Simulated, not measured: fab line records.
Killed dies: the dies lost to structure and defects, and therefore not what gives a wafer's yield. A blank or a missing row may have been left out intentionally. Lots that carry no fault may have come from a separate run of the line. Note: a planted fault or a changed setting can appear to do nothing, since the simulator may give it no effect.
Chamber matching | flow n5_finfet | rie_diel-02 running N5_BEOL_M6_STRIP_67: 4 sister chambers
The step strips in CF4. 4 wafers are shown with their chamber, then 11 later ones without.

## EACH WAFER AND ITS CHAMBER
wafer  | chamber | showerhead_plenum_p_Torr (Torr)
L080.6 | 0       | 1.72
L086.3 | 3       | 1.75
L086.4 | 2       | 1.78
L090.2 | 1       | 1.72

## WAFERS MISSING THEIR CHAMBER
wafer  | showerhead_plenum_p_Torr (Torr)
L090.3 | 1.75
L090.5 | 1.75
L095.1 | 1.78
L095.2 | 1.75
L095.4 | 1.71
L096.1 | 1.71
L096.2 | 1.75
L096.3 | 1.77
L096.4 | 1.77
L096.5 | 1.75
L096.6 | 1.71

## THE CHAMBER EACH PASSED THROUGH
wafer  | from the rows above     | in truth
L090.3 | 3                       | 3
L090.5 | 3                       | 3
L095.1 | 2                       | 2
L095.2 | 3                       | 3
L095.4 | can't be placed: 0 or 1 | 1
L096.1 | can't be placed: 0 or 1 | 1
L096.2 | 3                       | 3
L096.3 | can't be placed: 2 or 3 | 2
L096.4 | can't be placed: 2 or 3 | 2
L096.5 | 3                       | 3
L096.6 | can't be placed: 0 or 1 | 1
Placed correctly: 6 of 11. From these rows, 5 cannot be placed; in 5 the true chamber is one of the candidates. Wrongly placed: 0.
How it was worked out, from the rows above alone: a wafer's distance from a chamber is the root of the sum, over the readings, of the square of ((its reading less the chamber's mean) divided by the reading's scatter). The wafer belongs to the nearest chamber; if the next one is less than 2 further off, it can't be placed. For every chamber, the mean is computed from those of its wafers that are shown. The scatter: root of mean squared gap, hidden wafer to nearest shown wafer, with one shown wafer a chamber.
